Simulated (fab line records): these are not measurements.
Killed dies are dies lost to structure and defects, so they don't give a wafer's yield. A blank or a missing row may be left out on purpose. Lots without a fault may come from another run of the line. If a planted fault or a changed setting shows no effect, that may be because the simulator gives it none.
Matching of chambers + flow n5_finfet + N5_BEOL_M1_ETCH_69 on rie_diel-06: 4 sister chambers
The step etches SiARC in CF4, target depth 15.6 nm, time 26 s. 14 wafers are shown with their chamber, then 7 later ones without.

## WAFERS PAIRED WITH THEIR CHAMBERS
| wafer  | chamber | showerhead_plenum_p_Torr (Torr) | throttle_valve_pct (%) | oes_product_au (a.u.) |
|--------|---------|---------------------------------|------------------------|-----------------------|
| L081.2 | 2       | 2.21                            | 15.74                  | 0.61                  |
| L081.3 | 3       | 2.23                            | 15.47                  | 0.64                  |
| L081.6 | 2       | 2.21                            | 15.74                  | 0.61                  |
| L084.2 | 3       | 2.22                            | 15.51                  | 0.64                  |
| L084.5 | 2       | 2.21                            | 15.77                  | 0.61                  |
| L084.6 | 3       | 2.22                            | 15.51                  | 0.64                  |
| L085.3 | 1       | 2.06                            | 15.79                  | 0.62                  |
| L085.4 | 2       | 2.21                            | 15.77                  | 0.60                  |
| L085.6 | 2       | 2.21                            | 15.75                  | 0.60                  |
| L088.1 | 0       | 2.19                            | 15.58                  | 0.60                  |
| L088.2 | 2       | 2.21                            | 15.77                  | 0.60                  |
| L088.4 | 3       | 2.22                            | 15.52                  | 0.64                  |
| L091.1 | 3       | 2.22                            | 15.52                  | 0.63                  |
| L091.4 | 2       | 2.21                            | 15.78                  | 0.60                  |

SIGNATURES, as means of the wafers listed above
| reading                  | chamber 0 | chamber 1 | chamber 2 | chamber 3 | scatter within a chamber |
|--------------------------|-----------|-----------|-----------|-----------|--------------------------|
| showerhead_plenum_p_Torr | 2.1900    | 2.0600    | 2.2100    | 2.2220    | 0.00283                  |
| throttle_valve_pct       | 15.5800   | 15.7900   | 15.7600   | 15.5060   | 0.0182                   |
| oes_product_au           | 0.6000    | 0.6200    | 0.6043    | 0.6380    | 0.00501                  |
Rule: distance of a wafer from a chamber = root of the sum over the readings of ((wafer's reading minus chamber's mean) / reading's scatter) squared. If the next closest chamber is less than 2 further off than the closest, the wafer can't be placed; otherwise it belongs to the closest. The scatter is the square root of a quotient: the sum, over the shown wafers, of each reading's squared deviation from its chamber's mean, divided by wafers minus chambers.

## WAFERS WITHOUT THEIR CHAMBER
| wafer  | showerhead_plenum_p_Torr (Torr) | throttle_valve_pct (%) | oes_product_au (a.u.) |
|--------|---------------------------------|------------------------|-----------------------|
| L091.5 | 2.05                            | 15.82                  | 0.63                  |
| L095.2 | 2.19                            | 15.13                  | 0.81                  |
| L095.4 | 2.20                            | 15.82                  | 0.59                  |
| L095.6 | 2.05                            | 15.85                  | 0.61                  |
| L096.1 | 2.20                            | 15.82                  | 0.59                  |
| L096.5 | 2.21                            | 15.54                  | 0.62                  |
| L096.6 | 2.20                            | 15.81                  | 0.59                  |

## CHAMBER TAKEN BY EACH
| wafer  | from the rows above | in truth                   |
|--------|---------------------|----------------------------|
| L091.5 | 1                   | 1                          |
| L095.2 | 3                   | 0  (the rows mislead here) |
| L095.4 | 2                   | 2                          |
| L095.6 | 1                   | 1                          |
| L096.1 | 2                   | 2                          |
| L096.5 | 3                   | 3                          |
| L096.6 | 2                   | 2                          |
6 of 7 placed correctly. Left unplaced by these rows: 0. Placed wrongly: 1.
